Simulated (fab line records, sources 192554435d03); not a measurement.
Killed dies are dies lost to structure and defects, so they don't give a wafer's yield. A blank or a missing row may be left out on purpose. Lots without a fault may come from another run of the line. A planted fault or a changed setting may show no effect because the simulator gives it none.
A struck lot beside a sound one | flow n5_finfet | 40 steps out of a route of 1938
Sound: wafers L357.2, L357.3, L357.6. Struck: wafer L346.6. (L346.1, L346.2 of the same lot were not struck and are left out.) The cause comes at the end.
At each step with rows: each side's tool, then ch and its chambers, then its first start. Under that, the readings that differ: sound wafers | struck wafers | difference of the means | sigmas: that difference in standard deviations of wafers without a fault.
alike: readings whose means differ by less than 2 such deviations, and words and numbers that are the same on both sides. not compared: withheld readings, readings that some wafer has no value for, bounds like >300 that may hide the same value, and numbers for which the record gives no deviation and whose values overlap.
The two part at a step that has a row with sigmas, a row that says differs or no value, or rows on one side only. Numbers that don't overlap but have no deviation are shown without sigmas and don't part them. A reading that every wafer of one side lacks parts them only if that side has two wafers or more.

first, 10 steps without rows for these wafers: N5_PMOS_HMC_CHANNEL_EPI_PRECLEAN_37 (cleans in O3/DIW, time 45 s); N5_PMOS_HMC_CHANNEL_EPI_PRECLEAN_24 (cleans in DHF, time 30 s); N5_PMOS_HMC_CHANNEL_EPI_SRD_25 (time 30 s); N5_PMOS_HMC_CHANNEL_EPI_EPI_26 (deposits Si from SiH4/H2, target thk 3.8 nm, time 22.7 s); N5_FIN_SAQP_PRECLEAN_42 (cleans in O3/DIW, time 60 s); N5_FIN_SAQP_PRECLEAN_00 (cleans in SC1, time 60 s); N5_FIN_SAQP_PRECLEAN_44 (cleans in SC2, time 45 s); N5_FIN_SAQP_SRD_01 (time 30 s); N5_FIN_SAQP_ALD_61 (deposits SiO2, target thk 4 nm, pulse time 1 s, purge time 2 s); N5_FIN_SAQP_DENSIFY_62 (time 60 s).
N5_FIN_SAQP_HM_DEP_03: deposits SiNx from SiH4/NH3/N2, target thk 38 nm, time 33.6 s.
  sound on pecvd-02 ch 1,2, day 6 21:01; struck on pecvd-04 ch 0, day 4 03:38
  reading                                      | sound             | struck | difference | sigmas
  model.SiNx_of_FIN_SAQP_HM_DEP_03.thk_nm (nm) | 37.43 37.47 37.19 | 57.15  | +19.79     |
  alike: heater_power_w, showerhead_plenum_p_Torr, susceptor_temp_C, throttle_valve_pct
N5_FIN_SAQP_THK_MEAS_05:
  sound on film_metro-01, day 6 21:07; struck on film_metro-02, day 4 03:43
  reading     | sound          | struck | difference | sigmas
  thk_nm (nm) | 37.4 37.4 37.2 | 57.1   | +19.8      | +42
then, 24 steps without rows for these wafers: N5_FIN_SAQP_PECVD_47 (deposits a-Si from SiH4/He, target thk 45 nm, time 36.3 s); N5_FIN_SAQP_PECVD_48 (deposits SiNx from SiH4/NH3/N2, target thk 25 nm, time 22.1 s); N5_FIN_SAQP_PECVD_06 (deposits a-Si from SiH4/He, target thk 60 nm, time 48.1 s); N5_FIN_SAQP_HM_DEP_72 (deposits SiO2 from SiH4/N2O, target thk 12 nm, time 7.2 s); N5_FIN_SAQP_COAT_49 (time 60 s, resist thk 100 nm); N5_FIN_SAQP_COAT_50 (time 60 s, resist thk 35 nm); N5_FIN_SAQP_COAT_10 (resist thk 90 nm); N5_FIN_SAQP_EBR_12; N5_FIN_SAQP_SOFTBAKE_11 (time 60 s); N5_FIN_SAQP_EXPOSE_13 (exposes mask FIN CORE, target cd 35.6 nm); N5_FIN_SAQP_PEB_14 (peb time 60 s); N5_FIN_SAQP_DEVELOP_15 (develop time 30 s); N5_FIN_SAQP_DESCUM_21 (chemistry O2, time 7.9 s); N5_FIN_SAQP_ETCH_51 (etches SiARC in CF4, target depth 45.5 nm, time 75.8 s); N5_FIN_SAQP_ETCH_52 (etches SOC in N2/H2, target depth 100 nm, overetch 20 nm, time 150 s); N5_FIN_SAQP_STRIP_53 (strips in N2/H2); N5_FIN_SAQP_HM_OPEN_73 (chemistry CHF3/O2, target SiO2, stops on a-Si, target depth 12 nm, time 16.8 s); N5_FIN_SAQP_STRIP_74 (strips in CHF3/O2); N5_FIN_SAQP_MANDREL_ETCH_22 (etches a-Si in HBr/Cl2, stops on SiNx, target depth 60 nm, bt time 10 s, time 30 s); N5_FIN_SAQP_STRIP_55 (strips in N2/H2); N5_FIN_SAQP_STRIP_23 (strips in SPM, time 750 s); N5_FIN_SAQP_SRD_66 (time 30 s); N5_FIN_SAQP_RECESS_75 (chemistry HF/NH3, target SiO2, target depth 14.4 nm, afs cycles 3, sublimation time 60 s); N5_FIN_SAQP_SPACER1_ALD_24 (deposits SiO2, target thk 20.3 nm, pulse time 1 s, purge time 2 s).
N5_FIN_SAQP_HM_OPEN_33: chemistry CH3F/O2, target SiNx, target depth 49.4 nm, time 70.6 s.
  sound on rie_diel-04 ch 1,2,3, day 7 02:11; struck on rie_diel-04 ch 1, day 4 09:16
  reading                   | sound             | struck | difference | sigmas
  etch_rf_on_time_s (s)     | 70.1 67.0 66.4    | 107.3  | +39.5      | +23
  model.etch.depth_nm (nm)  | 36.76 36.74 36.56 | 56.41  | +19.72     |
  model.FIN_SAQP.cd_nm (nm) | 8 8.2 8.2         | 7.8    | -0.3       |
  alike: chamber_pressure_mTorr, drypump_motor_current_A, oes_f_703_au, oes_product_au, rf_vpp_V, showerhead_plenum_p_Torr, throttle_valve_pct
  not compared: rf_hours_counter_h
N5_FIN_SAQP_FIN_ETCH_36: etches the open film in HBr/Cl2/O2, target depth 120 nm, time 50.4 s.
  sound on rie_si-06 ch 0,1, day 7 02:29; struck on rie_si-06 ch 0, day 4 09:34
  reading                   | sound       | struck | difference | sigmas
  model.FIN_SAQP.cd_nm (nm) | 8.2 8.4 8.2 | 7.6    | -0.7       |
  alike: chamber_pressure_mTorr, drypump_motor_current_A, oes_product_au, throttle_valve_pct
  not compared: rf_hours_counter_h
N5_STI_FIN_REVEAL_RECESS_09: chemistry HF/NH3, target SiO2, afs cycles 11, target depth 42.5 nm, sublimation time 60 s.
  sound on vapor_etch-02 ch 0,1, day 7 10:09; struck on vapor_etch-02 ch 0, day 4 18:44
  reading                                      | sound          | struck | difference | sigmas
  model.SiNx_of_FIN_SAQP_HM_DEP_03.thk_nm (nm) | 17.4 17.4 17.4 | 37.2   | +19.8      |
  alike: drypump_motor_current_A
-- the record jumps here: 6 days lie between the struck wafers' starts before and after (it left off in module STI_FIN_REVEAL and takes up again in module BEOL_M4, whose first step shown is number 1111 of the route) --
N5_BEOL_M4_RC_MEAS_101:
  sound on prober-01 ch 0, day 12 22:34; struck on prober-01 ch 0, day 10 08:56
  reading        | sound             | struck | difference | sigmas
  DIBL_N (mV/V)  | 37.4 38.9 39.5    | 33.2   | -5.4       | -4
  DIBL_P (mV/V)  | 37.1 38.8 39.1    | 33.0   | -5.3       | -3
  IOFF_N (nA/um) | 0.166 0.193 0.201 | 0.109  | -0.078     | -3
  IOFF_P (nA/um) | 0.23 0.27 0.27    | 0.15   | -0.11      | -3
  ION_N (uA/um)  | 674 688 686       | 652    | -31        | -3
  ION_P (uA/um)  | 464 467 471       | 446    | -21        | -3
  SS_N (mV/dec)  | 72.2 71.9 72.2    | 70.8   | -1.3       | -3
  SS_P (mV/dec)  | 73.5 73.6 74.1    | 72.5   | -1.2       | -2
  VT_N (mV)      | 248.7 249.4 247.1 | 256.2  | +7.8       | +3
  VT_P (mV)      | -248 -247 -244    | -255   | -9         | -2

WHERE THEY PART
First at N5_FIN_SAQP_THK_MEAS_05; last, within this record, at N5_BEOL_M4_RC_MEAS_101.

WHY: what the simulator had put in
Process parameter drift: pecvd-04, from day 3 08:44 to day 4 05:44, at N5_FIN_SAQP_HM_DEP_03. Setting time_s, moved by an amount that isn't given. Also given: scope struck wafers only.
